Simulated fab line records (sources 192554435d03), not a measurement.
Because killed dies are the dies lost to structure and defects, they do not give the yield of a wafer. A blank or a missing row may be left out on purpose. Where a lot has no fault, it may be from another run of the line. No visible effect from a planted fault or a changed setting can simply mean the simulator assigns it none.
Chamber matching    flow n5Finfet    3 sister chambers for N5_BEOL_M1_PRE_CLEAN_60 on cvdCo-01
The step time 15 s. 3 wafers are shown with their chamber, then 11 later ones without.

== WAFERS, EACH WITH ITS CHAMBER ==
wafer   chamber  heaterPowerW (W)
L090.1  0        82
L090.2  1        94
L091.1  2        70

== WAFERS WHOSE CHAMBER IS MISSING ==
wafer   heaterPowerW (W)
L091.3  82
L091.5  83
L092.1  71
L092.2  97
L092.6  84
L094.1  94
L094.5  84
L094.6  94
L097.1  95
L097.3  84
L097.5  95

== THE CHAMBER EACH PASSED THROUGH ==
wafer   from the rows above  in truth
L091.3  0                    0
L091.5  0                    0
L092.1  2                    2
L092.2  1                    1
L092.6  0                    0
L094.1  1                    1
L094.5  0                    0
L094.6  1                    1
L097.1  1                    1
L097.3  0                    0
L097.5  1                    1
Correctly placed: 11 of 11. Can't be placed from these rows: 0. Wrongly placed: 0.
How it was worked out, from the rows above alone: a wafer's distance from a chamber is the root of the sum, over the readings, of the square of ((its reading less the chamber's mean) divided by the reading's scatter). If the next closest chamber is less than 2 further off than the closest, the wafer can't be placed; otherwise it belongs to the closest. Each chamber's mean is taken over the wafers shown for it. The scatter: with one shown wafer a chamber, the root of the mean of the squares of how far each hidden wafer lies from its nearest shown one.
